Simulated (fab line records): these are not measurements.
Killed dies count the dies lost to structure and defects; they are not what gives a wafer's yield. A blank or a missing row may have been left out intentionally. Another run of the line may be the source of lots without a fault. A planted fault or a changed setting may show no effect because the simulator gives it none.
Matching of chambers ; flow nand-harc ; 4 sister chambers for NHARC_A_STAIRCASE_STRIP_476 on rie-diel-09
The step strips in O2, time 20 s. 4 wafers are shown with their chamber, then 10 later ones without.

EACH WAFER AND ITS CHAMBER
wafer;chamber;showerhead-plenum-p-Torr (Torr)
L087.4;0;3.31
L087.2;1;3.54
L088.2;3;3.53
L088.4;2;3.78

WAFERS WHOSE CHAMBER IS MISSING
wafer;showerhead-plenum-p-Torr (Torr)
L088.5;3.78
L092.2;3.77
L092.4;3.52
L092.6;3.52
L095.2;3.52
L095.4;3.53
L095.6;3.53
L096.1;3.52
L096.2;3.75
L096.3;3.29

WHICH CHAMBER EACH WENT THROUGH
wafer;from the rows above;in truth
L088.5;2;2
L092.2;2;2
L092.4;can't be placed: 3 or 1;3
L092.6;can't be placed: 3 or 1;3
L095.2;can't be placed: 3 or 1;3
L095.4;can't be placed: 3 or 1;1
L095.6;can't be placed: 3 or 1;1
L096.1;can't be placed: 3 or 1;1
L096.2;2;2
L096.3;0;0
Correct placement for 4 of the 10. Unplaceable from these rows: 6, with the true chamber sitting among the candidates in 6. Number placed wrongly: 0.
How it was worked out, from the rows above alone: a wafer's distance from a chamber is the root of the sum, over the readings, of the square of ((its reading less the chamber's mean) divided by the reading's scatter). The wafer belongs to the nearest chamber; if the next one is less than 2 further off, it can't be placed. For every chamber, the mean is computed from those of its wafers that are shown. The scatter (one wafer shown for each chamber): square how far every hidden wafer sits from the nearest shown wafer, average those squares and take the square root.
